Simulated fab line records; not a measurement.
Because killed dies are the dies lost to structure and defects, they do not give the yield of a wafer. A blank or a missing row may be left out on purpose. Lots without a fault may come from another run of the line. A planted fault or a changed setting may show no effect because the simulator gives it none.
Struck lot and sound lot, side by side | flow nand harc | 33 out of 1159 route steps
Sound: these wafers, L455.1, L455.3, L455.4. Wafers struck: L463.2, L463.3, L463.5. The cause is named last.
For every step that has rows: the tool of each side, followed by ch and its chambers, followed by its first start. Under that, the readings that differ: sound wafers | struck wafers | difference of the means | sigmas: that difference in standard deviations of wafers without a fault.
alike: words and numbers the same on both sides, and readings whose means are apart by under 2 such deviations; not compared: readings that were withheld, readings missing a value for some wafer, numbers with overlapping values and no deviation given by the record, and bounds like >300 which may hide the same value.
A row with sigmas, a row that says differs or no value, or rows on one side alone: a step with any of these is where the two part. Non-overlapping numbers with no deviation appear without sigmas and do not part them. A reading that every wafer of one side lacks parts them only if that side has two wafers or more.

first, 1 step without rows for these wafers: NHARC_A_M0_DESCUM_14 (chemistry O2, time 3 s).
NHARC_A_M0_ETCH_34: etches the open film in N2/H2, target depth 40 nm, overetch 12 nm, time 43.94 s.
  sound on rie diel-09 ch 0,1,3, day 18 06:22; struck on rie diel-09 ch 2,3, day 21 11:40
  alike: bias w, drypump motor current A, n2 flow sccm, oes product au, rf vpp V, showerhead plenum p Torr, throttle valve pct
  not compared: rf hours counter h
then, 1 step without rows for these wafers: NHARC_A_M0_ETCH_15 (etches the open film in C4F8/Ar, target depth 150 nm, overetch 15 nm, time 82.5 s).
NHARC_A_M0_CD_MEAS_16:
  sound on cd sem-02 at day 18 06:35; struck on cd sem-01 at day 21 11:53
  alike: cd nm
NHARC_A_M0_STRIP_18: strips in N2/H2.
  sound on rie diel-09 ch 0,1,3, day 18 06:40; struck on rie diel-09 ch 0,1,3, day 21 11:59
  reading     | sound             | struck               | difference | sigmas
  power w (W) | 997.7 998.7 997.3 | 1005.2 1003.7 1008.5 | +7.9       | +3
  alike: drypump motor current A, n2 flow sccm, oes product au, rf vpp V, showerhead plenum p Torr, throttle valve pct
  not compared: rf hours counter h
then, 4 steps without rows for these wafers: NHARC_A_M0_STRIP_19 (strips in post etch residue remover, time 600 s); NHARC_A_M0_DEGAS_28 (time 60 s); NHARC_A_M0_PRE_CLEAN_29 (time 30 s); NHARC_A_M0_PVD_20 (deposits TaN, target thk 5 nm, time 8.06 s).
NHARC_A_M0_PVD_21: deposits Cu, target thk 30 nm, time 20.49 s.
  sound on pvd sputter-01; struck on pvd sputter-01
  alike: substrate temp c, throttle valve pct
then, 2 steps without rows for these wafers: NHARC_A_M0_ECD_22 (material Cu, target thk 400 nm); NHARC_A_M0_ANNEAL_30 (time 90 s).
NHARC_A_M0_CMP_23: polishes, t overpolish 20 s, target thk 113.75 nm.
  sound on cmp-01 ch 0,1,3, day 18 08:19; struck on cmp-02 ch 0,1,2, day 21 13:46
  alike: motor current A, time to endpoint s
NHARC_A_M0_THK_MEAS_24: measures by xrf.
  sound on film metro-01 at day 18 08:36; struck on film metro-02 at day 21 14:03
  alike: thk nm
then, 1 step without rows for these wafers: NHARC_A_M0_SRD_25.
NHARC_A_M0_INSPECT_27:
  sound on defect inspect-01 at day 18 08:46; struck on defect inspect-02 at day 21 14:13
  reading          | sound       | struck         | difference | sigmas
  raw defect count | 444 660 663 | 1881 1697 1989 | +1267      | +11
NHARC_A_M0_PRE_CLEAN_31: time 12 s.
  sound on pecvd-03 ch 0,2, day 18 08:49; struck on pecvd-04 ch 0,2, day 21 14:17
  alike: heater power w
NHARC_A_M0_DEP_32: deposits SiCN, target thk 30 nm.
  sound on pecvd-03 ch 0,2, day 18 08:54; struck on pecvd-04 ch 0,2, day 21 14:24
  alike: chamber pressure Torr, heater power w, showerhead vpp V
then, 10 steps without rows for these wafers: NHARC_A_M1_DEP_00 (deposits SiOC, target thk 182.5 nm); NHARC_A_M1_DEHYDRATE_01 (time 120 s); NHARC_A_M1_HMDS_02 (time 30 s); NHARC_A_M1_COAT_34 (time 65 s); NHARC_A_M1_COAT_03 (resist thk 90 nm); NHARC_A_M1_SOFTBAKE_04 (time 55 s); NHARC_A_M1_EBR_05; NHARC_A_M1_EXPOSE_06 (exposes mask A M1, target cd 120 nm); NHARC_A_M1_PEB_07 (peb time 65 s); NHARC_A_M1_DEVELOP_08 (develop time 35 s).
NHARC_A_M1_CD_MEAS_09 targets a cd of 120 nm.
  sound on cd sem-02 ch 0, day 18 10:07; struck on cd sem-02 ch 0, day 21 15:29
  alike: cd nm
NHARC_A_M1_OVL_MEAS_10: pitch 240 nm.
  sound on overlay-02 at day 18 10:14; struck on overlay-02 at day 21 15:34
  alike: overlay x nm, overlay y nm
NHARC_A_M1_INSPECT_11:
  sound on defect inspect-02 at day 18 10:16; struck on defect inspect-02 at day 21 15:36
  reading          | sound   | struck         | difference | sigmas
  raw defect count | 13 7 16 | 1465 1404 1320 | +1384      | +99 or more
then, 1 step without rows for these wafers: NHARC_A_M1_DESCUM_14 (chemistry O2, time 3 s).
NHARC_END_SORT_01:
  the record has rows for the struck wafers here (prober-02 ch 0, day 23 05:32) and none for the sound ones

== WHERE THEY PART ==
At NHARC_A_M0_STRIP_18 first; at NHARC_END_SORT_01 last (within this record only).

WHY: what had been put in by the simulator
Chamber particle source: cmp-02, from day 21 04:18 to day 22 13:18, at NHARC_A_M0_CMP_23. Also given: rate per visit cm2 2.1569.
